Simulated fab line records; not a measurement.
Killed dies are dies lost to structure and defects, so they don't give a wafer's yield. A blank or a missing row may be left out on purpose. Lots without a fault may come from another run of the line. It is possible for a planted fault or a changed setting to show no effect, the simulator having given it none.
Split-lot experiment    flow n5Finfet    21 wafers read from 7 lots, route of 1938 steps

## THE SPLIT ITSELF
At N5_BEOL_M11_TRENCH_ETCH_37 (etches SiCOH lowk in C4F6/O2, target depth 148.83 nm, time 48 s), the setting timeS was moved away from the recipe's 48 s on 6 of the 21 wafers read, by -5.7% to +13.7%. All remaining wafers had this setting at the recipe value.

## FROM THE SPLIT TO THE READING: what the file shows between them, 10 steps
- N5_BEOL_M11_ETCH_41: etches SiCN in CH3F/O2, target depth 42.6 nm, time 86 s
- N5_BEOL_M11_STRIP_77: strips in N2/H2, time 10 s
- N5_BEOL_M11_OCD_MEAS_38
- N5_BEOL_M11_HM_STRIP_39: strips TiN in peroxide tin strip, target depth 25 nm, time 158 s
- N5_BEOL_M11_SRD_40: time 30 s
- N5_BEOL_M11_ECD_50: material Cu, target thk 318 nm
- N5_BEOL_M11_ANNEAL_51: time 90 s
- N5_BEOL_M11_CMP_52: polishes, stops on SiCOH lowk, t overpolish 7 s, target thk 140 nm
- N5_BEOL_M11_THK_MEAS_53: measures by xrf
- N5_BEOL_M11_DEP_56: deposits SiCN from 3MS/NH3, target thk 30 nm, time 10.5 s (also split here: timeS)

## THE READING
At N5_BEOL_M11_RS_MEAS_57, a four-point-probe measurement gives M11_RS in ohm/sq. On this fab line, fault-free wafers typically give 0.1523 ohm/sq with a standard deviation of 0.0029 ohm/sq.

wafer   tool, chamber at the split  timeS as run, s  against the recipe  M11_RS, ohm/sq  against lot-mates on the recipe
L075.3  rieDiel-06, 0               48               recipe              0.1550          -
L075.4  rieDiel-06, 3               53.2             +10.8%              0.1378          -0.0163
L075.6  rieDiel-06, 3               48               recipe              0.1532          -
L074.2  rieDiel-06, 1               48               recipe              0.1530          -
L074.3  rieDiel-06, 0               48               recipe              0.1580          -
L074.6  rieDiel-06, 2               48               recipe              0.1548          -
L083.3  rieDiel-06, 3               48               recipe              0.1499          -
L083.4  rieDiel-06, 1               48               recipe              0.1494          -
L083.5  rieDiel-06, 2               54.6             +13.7%              0.1315          -0.0181
L087.4  rieDiel-06, 0               48               recipe              0.1548          -
L087.5  rieDiel-06, 2               54.59            +13.7%              0.1343          -0.0188
L087.6  rieDiel-06, 3               48               recipe              0.1514          -
L086.1  rieDiel-02, 0               48               recipe              0.1460          -
L086.2  rieDiel-02, 3               53.45            +11.4%              0.1321          -0.0156
L086.4  rieDiel-02, 1               48               recipe              0.1494          -
L091.2  rieDiel-04, 3               45.27            -5.7%               0.1600          +0.0106
L091.3  rieDiel-04, 2               45.27            -5.7%               0.1624          +0.0130
L091.5  rieDiel-04, 2               48               recipe              0.1494          -
L093.3  rieDiel-06, 0               48               recipe              0.1554          -
L093.5  rieDiel-06, 0               48               recipe              0.1554          -
L093.6  rieDiel-06, 1               48               recipe              0.1526          -

FIT RESULTS
A straight line over all 21 wafers: M11_RS changes by -0.0015 ohm/sq for each +1% of timeS; r = -0.94; the points scatter about the line by 0.003 ohm/sq.
The same after taking each lot's own level away (the mean of its wafers on the recipe; 21 wafers): -0.00148 ohm/sq for each +1%; r = -0.98; scatter 0.0018 ohm/sq.
The reading moves by 0.02 ohm/sq for the largest change in timeS, on that fit.
The lots' own levels span 0.14770 to 0.15527 ohm/sq, that is 2.6 times the standard deviation above.
The two slopes agree, so the slope changes little with the lot-to-lot level.
Check: with one of the wafers moved furthest among these (+13.7%) left out of the fit, the line predicts -0.0204 ohm/sq for it against its lot-mates. Against them it came out at -0.0181 ohm/sq.

## FURTHER SPLITS ON THESE WAFERS
Note: prior to the reading, these wafers also went through further splits. Each is held against what the fit with the lots' levels taken away leaves over:
other split on the same wafers  wafers away from the commonest value  r with M11_RS (lot level and that fit taken away)
N5_BEOL_M11_DEP_56 timeS        5                                     -0.60

## THE WHOLE CHAIN: every reading that the file lists as answering this split, in the file's order
step                        what it does                                                        reading                                                                       change (the file's fit)               r (the file's)
N5_BEOL_M11_TRENCH_ETCH_37  etches SiCOH lowk in C4F6/O2, target depth 148.83 nm, time 48 s     etch.depthNm (the simulator's own value, which no gauge read)                 +1.37 nm for each +1% of the setting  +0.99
N5_BEOL_M11_TRENCH_ETCH_37  etches SiCOH lowk in C4F6/O2, target depth 148.83 nm, time 48 s     BEOL_M11.featureDepthNm (the simulator's own value, which no gauge read)      +1.36 nm for each +1% of the setting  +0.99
N5_BEOL_M11_OCD_MEAS_38                                                                         trenchDepthNm                                                                 +1.35 nm for each +1% of the setting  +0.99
N5_BEOL_M11_CMP_52          polishes, stops on SiCOH lowk, t overpolish 7 s, target thk 140 nm  Cu_of_BEOL_M11_ECD_50.thkNm (the simulator's own value, which no gauge read)  +1.32 nm for each +1% of the setting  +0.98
N5_BEOL_M11_THK_MEAS_53     measures by xrf                                                     M11_THK                                                                       +1.33 for each +1% of the setting     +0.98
N5_BEOL_M11_RS_MEAS_57      measures by four-point-probe                                        M11_RS                                                                        -0.00142 for each +1% of the setting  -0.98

## THE FILE'S OWN FIT
M11_RS changes by -0.00142 ohm/sq for each +1% of timeS, r = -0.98.
